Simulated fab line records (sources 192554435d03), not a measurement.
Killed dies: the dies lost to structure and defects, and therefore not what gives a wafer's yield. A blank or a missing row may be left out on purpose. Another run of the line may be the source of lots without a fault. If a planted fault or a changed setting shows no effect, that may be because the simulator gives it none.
Split-lot trial :: flow n5_finfet :: 7 lots, 21 wafers read, on a route of 1938 steps

THE SPLIT ITSELF
At N5_BEOL_M2_ETCH_69 (etches SiARC in CF4, target depth 15.6 nm, time 26 s), the setting bias_w was moved away from the recipe's 36 W on 11 of the 21 wafers read, by +11.2% to +16.3%. For the rest of the wafers, this setting stayed at what the recipe calls for.

The reading is taken at the split's own step.

THE READING
rf_vpp_V, in V, at N5_BEOL_M2_ETCH_69 (etches SiARC in CF4, target depth 15.6 nm, time 26 s). Fault-free wafers of this fab line usually give 184.3 V, standard deviation 1.2 V.

wafer: L075.1
tool, chamber at the split: rie_diel-03, 1
bias_w as run, W: 40.47
against the recipe: +12.4%
rf_vpp_V, V: 198.7
against lot-mates on the recipe: +15.1

wafer: L075.2
tool, chamber at the split: rie_diel-03, 2
bias_w as run, W: 40.47
against the recipe: +12.4%
rf_vpp_V, V: 197.4
against lot-mates on the recipe: +13.8

wafer: L075.3
tool, chamber at the split: rie_diel-03, 0
bias_w as run, W: 36
against the recipe: recipe
rf_vpp_V, V: 183.6
against lot-mates on the recipe: -

wafer: L081.1
tool, chamber at the split: rie_diel-03, 0
bias_w as run, W: 40.02
against the recipe: +11.2%
rf_vpp_V, V: 198.7
against lot-mates on the recipe: +14.6

wafer: L081.2
tool, chamber at the split: rie_diel-03, 1
bias_w as run, W: 40.02
against the recipe: +11.2%
rf_vpp_V, V: 196.7
against lot-mates on the recipe: +12.6

wafer: L081.5
tool, chamber at the split: rie_diel-03, 1
bias_w as run, W: 36
against the recipe: recipe
rf_vpp_V, V: 184.1
against lot-mates on the recipe: -

wafer: L082.1
tool, chamber at the split: rie_diel-01, 2
bias_w as run, W: 36
against the recipe: recipe
rf_vpp_V, V: 183.6
against lot-mates on the recipe: -

wafer: L082.2
tool, chamber at the split: rie_diel-01, 0
bias_w as run, W: 41.88
against the recipe: +16.3%
rf_vpp_V, V: 205.0
against lot-mates on the recipe: +21.7

wafer: L082.5
tool, chamber at the split: rie_diel-01, 1
bias_w as run, W: 36
against the recipe: recipe
rf_vpp_V, V: 183.1
against lot-mates on the recipe: -

wafer: L084.3
tool, chamber at the split: rie_diel-03, 2
bias_w as run, W: 36
against the recipe: recipe
rf_vpp_V, V: 183.7
against lot-mates on the recipe: -

wafer: L084.5
tool, chamber at the split: rie_diel-03, 1
bias_w as run, W: 36
against the recipe: recipe
rf_vpp_V, V: 184.0
against lot-mates on the recipe: -

wafer: L084.6
tool, chamber at the split: rie_diel-03, 0
bias_w as run, W: 40.66
against the recipe: +12.9%
rf_vpp_V, V: 199.3
against lot-mates on the recipe: +15.5

wafer: L094.3
tool, chamber at the split: rie_diel-05, 0
bias_w as run, W: 41.22
against the recipe: +14.5%
rf_vpp_V, V: 202.5
against lot-mates on the recipe: +18.6

wafer: L094.4
tool, chamber at the split: rie_diel-05, 2
bias_w as run, W: 36
against the recipe: recipe
rf_vpp_V, V: 183.9
against lot-mates on the recipe: -

wafer: L094.5
tool, chamber at the split: rie_diel-05, 3
bias_w as run, W: 41.22
against the recipe: +14.5%
rf_vpp_V, V: 198.8
against lot-mates on the recipe: +14.9

wafer: L096.2
tool, chamber at the split: rie_diel-05, 0
bias_w as run, W: 36
against the recipe: recipe
rf_vpp_V, V: 186.7
against lot-mates on the recipe: -

wafer: L096.3
tool, chamber at the split: rie_diel-05, 2
bias_w as run, W: 36
against the recipe: recipe
rf_vpp_V, V: 184.3
against lot-mates on the recipe: -

wafer: L096.4
tool, chamber at the split: rie_diel-05, 1
bias_w as run, W: 36
against the recipe: recipe
rf_vpp_V, V: 183.6
against lot-mates on the recipe: -

wafer: L097.3
tool, chamber at the split: rie_diel-01, 1
bias_w as run, W: 40.18
against the recipe: +11.6%
rf_vpp_V, V: 197.5
against lot-mates on the recipe: no lot-mate on the recipe

wafer: L097.5
tool, chamber at the split: rie_diel-01, 0
bias_w as run, W: 40.18
against the recipe: +11.6%
rf_vpp_V, V: 198.4
against lot-mates on the recipe: no lot-mate on the recipe

wafer: L097.6
tool, chamber at the split: rie_diel-01, 3
bias_w as run, W: 40.18
against the recipe: +11.6%
rf_vpp_V, V: 199.0
against lot-mates on the recipe: no lot-mate on the recipe

THE FIT
A straight line over all 21 wafers: rf_vpp_V changes by +1.19 V for each +1% of bias_w; r = +0.99; the points scatter about the line by 1.1 V.
The same after taking each lot's own level away (the mean of its wafers on the recipe; 18 wafers): +1.21 V for each +1%; r = +0.99; scatter 1.1 V.
That fit puts the effect of the largest move of bias_w on the reading at 20 V.
The span of the lots' own levels, 183.35 to 184.87 V, comes to 1.3 times the standard deviation stated above.
The two slopes agree, so the slope changes little with the lot-to-lot level.
Check: +19.2 V against its lot-mates is what the line predicts for one of the wafers moved furthest among these (+16.3%) when that wafer is left out of the fit. Against them it came out at +21.7 V.
Tool readings at the split's step, against how far the setting was moved: rf_vpp_V r = +0.99.

OTHER SPLITS ON THESE WAFERS
These wafers also went through other splits before the reading. Each is held against what the fit with the lots' levels taken away leaves over:
other split on the same wafers: N5_BEOL_M2_EXPOSE_25 dose_mj
wafers away from the commonest value: 8
r with rf_vpp_V (lot level and that fit taken away): -0.08

THE FILE'S OWN FIT
rf_vpp_V changes by +1.22 V for each +1% of bias_w, r = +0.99.
